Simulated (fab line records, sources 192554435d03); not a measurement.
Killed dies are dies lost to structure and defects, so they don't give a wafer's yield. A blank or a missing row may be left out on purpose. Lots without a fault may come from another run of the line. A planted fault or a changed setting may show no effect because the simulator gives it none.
fab line records | flow n5_finfet | part 1 of 2: steps 1 to 4 of 6
record lots=18 wafers=54 last_day=18
route steps=1938 shown BEOL_M3@953
lots that met no fault: from a run of the same line without faults
start_h: hours from the record's first day to the start of the lot's first wafer shown | wait_h: hours since the lot's step before | " the same as in the row above | L1.1+2: a row that stands for several wafers | - no value, or no start given | * or withheld: withheld | < > ~ a bound
route shown NAME@n: a module of which the file shows steps, and the number in the route of the first | usual: mean/standard deviation of fault-free wafers | same: alike in all rows | chamber/n: place in a boat | sites: the reading at each site | _std_site: their standard deviation | _edge_site: outer sites' mean less inner sites' | radius_mm: how far each site lies from the wafer's centre | mask NAME#n: copy n | behind: the tool/chamber that last shaped the wafer | hold: why the lot was held/for how many hours/how that ended | device: the transistor (n, p or np) that didn't switch | end of line: the same wafers' tests at the end of the route | a step without rows: its recipe alone | killed: dies lost to structure and defects at the first sort, not the wafer's yield | map: a wafer's dies, x killed, . not, _ none there
set.NAME: the setting as run; set.NAME@STEP: as run at that earlier step | model.NAME: the simulator's own value behind a step, which no gauge read
steps of the route over a sample of lots; a table a step, a row a wafer
services: from which hour (start_h, from the record's first day; less than 0 if before it) a tool's chamber was out of use, for how many hours, and why
## steps
# step N5_BEOL_M3_STRIP_66
# recipe chemistry=CF4 resist=SiARC power_w=300 bias_power_w=75 pressure_mtorr=50 cf4_flow_sccm=150 rf_frequency_hz=6e+07
# usual drypump_motor_current_A=5.8/0.35 oes_product_au=0.78/0.082 rf_vpp_V=271.1/1.2 showerhead_plenum_p_Torr=1.80/0.043 throttle_valve_pct=13.60/0.28
# columns lot.wafer tool chamber start_h wait_h drypump_motor_current_A oes_product_au rf_hours_counter_h rf_vpp_V showerhead_plenum_p_Torr throttle_valve_pct
L074.1 rie_diel-04 3 147.47 0.0 5.4 0.79 105 271.7 1.81 13.52
L074.2 " 2 " " 5.6 0.82 89 270.4 1.74 13.49
L074.5 " 3 " " 5.4 0.79 - 269.8 1.81 13.52
L076.3 rie_diel-03 0 165.16 0.0 5.6 0.87 43 269.5 1.75 12.97
L076.4 " 2 " " 6.3 0.92 13 270.5 1.77 13.25
L076.6 " 3 " " 6.3 0.75 - 272.8 1.87 13.56
L077.4 rie_diel-06 2 171.62 0.0 5.2 0.82 77 271.0 1.82 13.75
L077.5 " 3 " " 5.8 0.92 - 272.3 1.84 13.09
L077.6 " 0 " " 5.7 0.69 - 272.5 1.84 13.70
L079.2 rie_diel-04 1 176.91 0.0 5.6 0.68 216 271.0 1.85 13.70
L079.4 " 1 " " 5.5 0.68 - 272.0 1.85 13.69
L079.6 " 2 " " 5.6 0.80 - 270.5 1.74 13.51
L078.4 rie_diel-06 0 180.92 0.0 5.7 0.69 230 272.6 1.84 13.71
L078.5 " 2 " " 5.2 0.81 - 273.0 1.82 13.78
L078.6 " 1 " " 5.9 0.70 - 270.2 1.77 14.08
L080.1 rie_diel-04 3 184.97 0.0 5.4 0.78 117 270.2 1.81 13.53
L080.4 " 1 " " 5.6 0.68 - 272.8 1.84 13.71
L080.5 " 3 " " 5.4 0.78 - 273.0 1.81 13.54
L081.3 rie_diel-06 3 191.94 0.0 5.8 0.90 11 271.5 1.83 13.12
L081.5 " 2 " " 5.2 0.81 - 271.9 1.82 13.79
L081.6 " 1 " " 5.9 0.70 - 271.1 1.77 14.09
L082.1 rie_diel-03 3 192.79 0.0 6.3 0.75 159 271.7 1.87 13.58
L082.3 " 0 " " 5.6 0.86 51 270.8 1.74 12.95
L082.5 " 2 " " 6.3 0.91 - 270.1 1.77 13.28
L084.1 rie_diel-04 0 206.81 0.0 6.3 0.94 5 270.7 1.77 13.56
L084.3 " 1 " " 5.5 0.68 226 272.1 1.84 13.71
L084.6 " 0 " " 6.3 0.92 - 269.6 1.77 13.56
L083.2 rie_diel-04 0 211.22 0.0 6.3 0.92 7 270.5 1.77 13.58
L083.5 " 2 " " 5.6 0.79 - 269.5 1.74 13.52
L083.6 " 1 " " 5.6 0.66 - 272.0 1.84 13.75
L085.1 rie_diel-04 2 213.54 0.0 5.6 0.80 112 269.5 1.73 13.52
L085.2 " 0 " " 6.3 0.91 8 270.9 1.77 13.57
L085.3 " 1 " " 5.6 0.68 230 271.8 1.84 13.75
L087.2 rie_diel-04 2 222.70 0.0 5.6 0.80 117 269.6 1.73 13.54
L087.3 " 1 " " 5.6 0.67 234 273.9 1.84 13.75
L087.6 " 3 " " 5.5 0.76 - 270.1 1.80 13.55
L090.1 rie_diel-03 2 242.19 0.0 6.3 0.87 35 269.7 1.76 13.32
L090.2 " 3 " " 6.3 0.73 174 272.5 1.86 13.62
L090.6 " 2 " " 6.3 0.88 - 272.0 1.76 13.30
L091.1 rie_diel-04 1 253.33 0.0 5.6 0.66 242 272.8 1.84 13.77
L091.4 " 3 " " 5.5 0.77 134 270.3 1.80 13.57
L091.6 " 1 " " 5.6 0.66 - 271.5 1.84 13.76
L089.2 rie_diel-03 2 254.50 0.0 6.3 0.88 39 269.2 1.76 13.32
L089.3 " 0 " " 5.6 0.84 70 269.3 1.74 13.04
L089.6 " 2 " " 6.3 0.87 - 270.8 1.76 13.33
L093.1 rie_diel-03 3 258.83 0.0 6.3 0.74 179 271.7 1.86 13.64
L093.3 " 2 " " 6.3 0.87 40 269.5 1.76 13.33
L093.4 " 0 " " 5.6 0.84 71 270.0 1.74 13.03
L095.2 rie_diel-06 2 279.58 0.0 5.2 0.78 108 271.5 1.82 13.83
L095.5 " 3 " " 5.8 0.85 - 272.5 1.83 13.18
L095.6 " 2 " " 5.2 0.78 - 270.8 1.82 13.84
L097.1 rie_diel-06 2 290.70 0.0 5.2 0.78 112 271.5 1.81 13.86
L097.2 " 0 " " 5.7 0.91 9 271.5 1.83 13.21
L097.4 " 0 " " 5.7 0.91 - 272.2 1.83 13.18
# step N5_BEOL_M3_STRIP_19
# recipe chemistry=O2 power_w=400 temp_c=40 pressure_mtorr=30 rf_frequency_hz=6e+07 bias_power_w=0 overash_fraction=0.2 o2_flow_sccm=225
# usual drypump_motor_current_A=5.9/0.35 o2_flow_sccm=224.9/0.75 oes_product_au=0.80/0.087 rf_vpp_V=3.7/0.49 showerhead_plenum_p_Torr=2.10/0.059 temp_c=40.01/0.1 throttle_valve_pct=16.65/0.3
# columns lot.wafer tool chamber start_h wait_h drypump_motor_current_A o2_flow_sccm oes_product_au rf_hours_counter_h rf_vpp_V showerhead_plenum_p_Torr temp_c throttle_valve_pct
L074.1 rie_diel-04 2 147.72 0.2 5.6 224.7 0.81 90 3.4 2.03 40.09 16.57
L074.2 " 1 " " 5.5 223.6 0.68 207 3.4 2.17 39.92 16.74
L074.5 " 3 " " 5.4 226.0 0.79 - 4.9 2.11 40.07 16.61
L076.3 rie_diel-03 1 165.31 0.1 6.1 224.6 0.75 163 3.1 2.18 40.11 17.05
L076.4 " 3 " " 6.3 224.6 0.77 152 4.4 2.19 40.05 16.63
L076.6 " 2 " " 6.3 225.2 0.94 - 3.3 2.06 40.09 16.40
L077.4 rie_diel-03 0 171.87 0.1 5.7 224.7 0.89 46 4.0 2.04 40.06 16.08
L077.5 " 2 " " 6.3 224.5 0.93 - 3.9 2.06 40.15 16.42
L077.6 " 1 " " 6.1 225.9 0.75 - 2.7 2.18 40.05 17.03
L079.2 rie_diel-04 2 177.15 0.1 5.6 224.6 0.81 98 3.4 2.02 40.02 16.59
L079.4 " 1 " " 5.5 224.5 0.68 - 2.8 2.16 39.93 16.75
L079.6 " 2 " " 5.6 225.8 0.82 - 3.4 2.02 39.93 16.60
L078.4 rie_diel-03 2 181.16 0.1 6.3 223.8 0.93 17 4.0 2.06 40.02 16.41
L078.5 " 0 " " 5.6 225.6 0.89 - 3.2 2.04 40.02 16.09
L078.6 " 3 " " 6.3 225.9 0.76 - 3.5 2.18 40.07 16.63
L080.1 rie_diel-03 0 185.12 0.1 5.6 225.7 0.88 48 3.4 2.04 39.94 16.09
L080.4 " 1 " " 6.1 223.9 0.75 168 3.8 2.18 39.89 17.06
L080.5 " 1 " " 6.1 224.4 0.74 - 4.1 2.18 39.93 17.05
L081.3 rie_diel-04 1 192.10 0.1 5.6 224.6 0.67 222 3.5 2.16 40.08 16.78
L081.5 " 3 " " 5.4 225.4 0.78 - 4.0 2.11 40.08 16.64
L081.6 " 0 " " 6.3 224.7 0.99 - 4.3 2.06 39.99 16.71
L082.1 rie_diel-06 0 192.94 0.1 5.7 225.8 0.69 233 4.1 2.16 40.09 16.78
L082.3 " 1 " " 5.9 224.9 0.69 223 5.0 2.08 40.01 17.20
L082.5 " 2 " " 5.2 226.1 0.83 - 3.0 2.12 40.10 16.85
L084.1 rie_diel-06 3 207.07 0.2 5.8 225.0 0.90 15 3.4 2.14 40.07 16.20
L084.3 " 2 " " 5.2 224.5 0.82 87 4.1 2.12 39.95 16.86
L084.6 " 0 " " 5.7 224.9 0.68 - 3.0 2.16 39.94 16.80
L083.2 rie_diel-03 0 211.41 0.1 5.6 223.0 0.89 56 3.5 2.04 40.01 16.10
L083.5 " 0 " " 5.6 224.3 0.88 - 4.0 2.04 40.01 16.10
L083.6 " 3 " " 6.3 224.9 0.76 - 3.1 2.18 40.20 16.64
L085.1 rie_diel-04 2 213.70 0.1 5.6 225.5 0.81 113 3.7 2.02 39.92 16.64
L085.2 " 1 " " 5.6 223.9 0.67 230 4.2 2.16 40.06 16.78
L085.3 " 0 " " 6.3 224.6 0.95 8 3.9 2.06 39.98 16.73
L087.2 rie_diel-03 2 222.85 0.1 6.3 225.0 0.91 29 3.7 2.06 40.16 16.45
L087.3 " 3 " " 6.3 224.6 0.75 168 3.1 2.18 40.13 16.65
L087.6 " 3 " " 6.3 223.9 0.74 - 3.4 2.18 40.05 16.66
L090.1 rie_diel-04 1 242.35 0.1 5.5 225.3 0.66 239 3.8 2.15 40.07 16.82
L090.2 " 0 " " 6.3 225.0 0.91 17 3.4 2.06 40.18 16.76
L090.6 " 2 " " 5.7 225.8 0.78 - 2.5 2.02 39.93 16.64
L091.1 rie_diel-04 2 253.52 0.1 5.7 225.0 0.78 125 4.1 2.01 39.95 16.65
L091.4 " 3 " " 5.4 226.0 0.77 134 3.8 2.10 39.64 16.66
L091.6 " 3 " " 5.4 225.5 0.77 - 3.9 2.10 39.97 16.65
L089.2 rie_diel-04 0 254.65 0.1 6.3 225.5 0.89 22 3.5 2.05 40.13 16.75
L089.3 " 2 " " 5.7 224.9 0.78 125 4.2 2.01 40.15 16.65
L089.6 " 3 " " 5.4 224.6 0.77 - 3.1 2.10 40.18 16.65
L093.1 rie_diel-03 3 258.98 0.1 6.3 225.3 0.73 179 3.4 2.18 40.04 16.67
L093.3 " 1 " " 6.1 224.8 0.72 191 4.8 2.17 39.81 17.10
L093.4 " 0 " " 5.6 226.1 0.86 71 4.4 2.03 39.89 16.12
L095.2 rie_diel-06 3 279.73 0.1 5.8 224.3 0.86 38 3.7 2.13 39.96 16.24
L095.5 " 0 " " 5.8 225.4 0.94 - 3.0 2.16 39.94 16.38
L095.6 " 3 " " 5.8 225.0 0.86 - 4.0 2.13 39.79 16.26
L097.1 rie_diel-03 3 290.87 0.1 6.3 225.3 0.72 189 3.8 2.17 39.94 16.68
L097.2 " 1 " " 6.1 224.5 0.72 202 3.9 2.17 39.97 17.12
L097.4 " 0 " " 5.6 225.1 0.85 80 2.7 2.03 39.95 16.13
# step N5_BEOL_M3_ALD_98
# recipe material=SiO2 target_thk_a=25 temp_c=100 ald_precursor_family=BDEAS ald_co_reactant=O2-plasma pulse_time_s=1 co_reactant_pulse_time_s=1 purge_time_s=2 co_reactant_purge_time_s=2 ald_cycles=17 pressure_torr=2
# usual heater_power_w=76/6.7 precursor_pulse_height_rel=0.999/0.021 susceptor_temp_C=99.99/0.13
# same co_reactant_pulse_time_s=1 purge_time_s=2
# columns lot.wafer tool chamber start_h wait_h heater_power_w precursor_pulse_height_rel susceptor_temp_C
L074.1 ald_sin-01 2 149.19 0.2 90 0.977 100.10
L074.2 " 1 " " 74 1.007 100.07
L074.5 " 3 " " 83 1.022 99.96
L076.3 ald_sin-01 1 166.51 0.6 74 1.004 100.04
L076.4 " 1 " " 73 1.007 100.09
L076.6 " 0 " " 76 1.024 100.20
L077.4 ald_sin-01 0 173.56 1.0 75 0.948 100.03
L077.5 " 1 " " 73 0.988 99.96
L077.6 " 2 " " 89 1.039 99.97
L079.2 ald_sin-02 1 177.92 0.1 72 0.989 99.78
L079.4 " 3 " " 75 0.984 99.83
L079.6 " 3 " " 74 0.977 99.94
L078.4 ald_sin-03 0 184.52 0.1 81 1.021 100.16
L078.5 " 3 " " 79 0.995 99.81
L078.6 " 2 " " 80 1.021 99.80
L080.1 ald_sin-01 1 186.04 0.1 73 0.985 100.11
L080.4 " 2 " " 88 1.004 99.77
L080.5 " 1 " " 71 1.016 100.07
L081.3 ald_sin-02 2 192.83 0.1 65 1.006 100.06
L081.5 " 2 " " 63 1.011 99.90
L081.6 " 1 " " 70 0.988 100.11
L082.1 ald_sin-02 1 193.61 0.1 71 0.998 100.12
L082.3 " 0 " " 74 1.004 99.89
L082.5 " 2 " " 63 1.004 99.97
L084.1 ald_sin-03 3 207.75 0.1 82 1.024 99.93
L084.3 " 2 " " 82 1.001 99.90
L084.6 " 2 " " 82 0.953 100.03
L083.2 ald_sin-02 0 212.11 0.1 73 0.992 99.87
L083.5 " 0 " " 74 1.055 100.01
L083.6 " 3 " " 74 0.984 99.93
L085.1 ald_sin-01 3 214.37 0.1 87 0.965 99.71
L085.2 " 2 " " 88 0.968 99.72
L085.3 " 0 " " 75 1.019 100.26
L087.2 ald_sin-02 3 223.69 0.1 74 1.017 100.11
L087.3 " 2 " " 62 1.008 99.86
L087.6 " 0 " " 72 0.991 99.83
L090.1 ald_sin-01 3 243.12 0.1 87 0.983 99.98
L090.2 " 0 " " 77 1.022 99.92
L090.6 " 2 " " 89 0.975 100.08
L091.1 ald_sin-02 0 254.17 0.1 72 0.985 100.13
L091.4 " 1 " " 75 0.994 99.91
L091.6 " 2 " " 65 1.018 100.07
L089.2 ald_sin-02 1 255.29 0.1 74 0.992 100.21
L089.3 " 3 " " 75 1.034 100.29
L089.6 " 1 " " 73 1.009 100.06
L093.1 ald_sin-03 0 259.77 0.2 82 1.003 99.93
L093.3 " 3 " " 81 1.001 99.90
L093.4 " 1 " " 76 1.005 99.73
L095.2 ald_sin-03 0 281.17 0.7 83 0.983 100.22
L095.5 " 3 " " 83 0.997 100.28
L095.6 " 2 " " 83 0.986 99.84
L097.1 ald_sin-02 2 291.51 0.1 67 1.018 100.12
L097.2 " 3 " " 74 0.970 100.07
L097.4 " 1 " " 74 0.999 99.96
# step N5_BEOL_M3_VIA_ETCH_34
# recipe chemistry=C4F6/O2 target_depth_a=694 mask_material=SOC pressure_mtorr=15 ion_energy_ev=250 taper_deg=4 time_s=65.9 source_w=350 bias_w=170 Ar_flow_sccm=300 C4F6_flow_sccm=10 O2_flow_sccm=10
# usual C4F6_flow_sccm=10.00/0.033 drypump_motor_current_A=5.9/0.36 oes_product_au=0.80/0.083 rf_vpp_V=665/8.5 showerhead_plenum_p_Torr=2.86/0.072 throttle_valve_pct=30.7/0.35
# columns lot.wafer tool chamber start_h wait_h C4F6_flow_sccm drypump_motor_current_A oes_product_au rf_hours_counter_h rf_vpp_V showerhead_plenum_p_Torr throttle_valve_pct
L074.1 rie_diel-04 3 149.55 0.0 10.01 5.4 0.80 106 670 2.86 30.7
L074.2 " 1 " " 10.01 5.6 0.69 208 658 2.93 30.8
L074.5 " 2 " " 10.02 5.6 0.82 - 657 2.75 30.8
L076.3 rie_diel-06 0 166.78 0.0 10.05 5.7 0.70 224 675 2.92 30.6
L076.4 " 1 " " 9.98 5.9 0.71 215 678 2.81 31.2
L076.6 " 2 " " 10.00 5.2 0.83 - 675 2.86 30.9
L077.4 rie_diel-06 0 175.80 0.0 10.00 5.8 0.69 228 674 2.92 30.6
L077.5 " 3 " " 9.98 5.8 0.93 - 657 2.90 30.2
L077.6 " 2 " " 9.92 5.2 0.83 - 676 2.86 30.9
L079.2 rie_diel-04 2 182.17 0.0 9.98 5.6 0.81 100 656 2.75 30.8
L079.4 " 3 " " 10.03 5.4 0.79 - 670 2.86 30.7
L079.6 " 1 " " 10.04 5.6 0.69 - 657 2.93 30.8
L080.1 rie_diel-03 2 186.33 0.0 10.03 6.3 0.92 18 654 2.78 30.5
L080.4 " 3 " " 10.01 6.3 0.75 157 659 2.96 30.7
L080.5 " 1 " " 9.99 6.1 0.74 - 672 2.96 31.3
L078.4 rie_diel-03 1 190.85 0.0 9.96 6.1 0.74 170 673 2.96 31.3
L078.5 " 2 " " 9.96 6.3 0.93 - 653 2.78 30.5
L078.6 " 1 " " 9.98 6.1 0.75 - 675 2.96 31.3
L081.3 rie_diel-03 0 197.42 0.0 10.02 5.6 0.88 52 659 2.78 30.2
L081.5 " 0 " " 9.97 5.6 0.88 - 660 2.77 30.2
L081.6 " 1 " " 10.02 6.1 0.74 - 672 2.95 31.3
L082.1 rie_diel-04 1 200.15 0.0 9.99 5.5 0.68 224 658 2.93 30.8
L082.3 " 3 " " 9.99 5.4 0.78 122 670 2.86 30.8
L082.5 " 3 " " 10.01 5.5 0.78 - 669 2.86 30.8
L085.1 rie_diel-03 0 215.28 0.0 10.02 5.6 0.88 57 661 2.77 30.2
L085.2 " 2 " " 10.00 6.3 0.91 26 655 2.78 30.6
L085.3 " 3 " " 10.04 6.3 0.74 165 661 2.95 30.7
L084.1 rie_diel-06 2 222.55 0.0 9.97 5.2 0.82 91 675 2.85 30.9
L084.3 " 0 " " 9.99 5.8 0.68 241 672 2.91 30.7
L084.6 " 0 " " 9.97 5.8 0.69 - 673 2.91 30.7
L083.2 rie_diel-03 0 222.59 0.0 10.04 5.7 0.87 60 661 2.77 30.2
L083.5 " 1 " " 10.01 6.1 0.73 - 674 2.95 31.3
L083.6 " 0 " " 10.03 5.7 0.88 - 659 2.77 30.2
L087.2 rie_diel-06 2 227.85 0.0 9.96 5.2 0.82 93 676 2.85 30.9
L087.3 " 3 " " 9.99 5.8 0.89 21 657 2.89 30.3
L087.6 " 3 " " 10.02 5.8 0.89 - 656 2.89 30.3
L090.1 rie_diel-03 0 243.67 0.0 10.01 5.6 0.86 66 658 2.77 30.2
L090.2 " 1 " " 9.95 6.1 0.74 186 674 2.95 31.3
L090.6 " 3 " " 10.01 6.4 0.75 - 660 2.95 30.7
L091.1 rie_diel-06 1 258.42 0.0 10.03 5.9 0.69 240 677 2.80 31.3
L091.4 " 3 " " 9.99 5.8 0.87 - 657 2.88 30.3
L091.6 " 2 " " 9.94 5.2 0.80 - 674 2.85 30.9
L089.2 rie_diel-06 3 261.79 0.0 10.01 5.8 0.87 32 658 2.88 30.3
L089.3 " 2 " " 10.01 5.2 0.80 102 676 2.85 30.9
L089.6 " 3 " " 9.93 5.8 0.87 - 657 2.88 30.3
L093.1 rie_diel-03 1 264.54 0.0 10.03 6.1 0.73 193 674 2.94 31.3
L093.3 " 3 " " 9.99 6.4 0.73 180 660 2.95 30.7
L093.4 " 2 " " 9.98 6.3 0.88 42 654 2.77 30.6
L095.2 rie_diel-04 0 281.83 0.0 9.99 6.3 0.88 27 662 2.78 30.9
L095.5 " 3 " " 10.04 5.4 0.77 - 669 2.85 30.8
L095.6 " 2 " " 9.98 5.7 0.78 - 654 2.73 30.8
L097.1 rie_diel-06 2 298.19 0.0 10.05 5.2 0.79 116 675 2.84 30.9
L097.2 " 0 " " 10.04 5.7 0.92 13 674 2.90 30.4
L097.4 " 0 " " 10.00 5.8 0.92 - 673 2.90 30.4
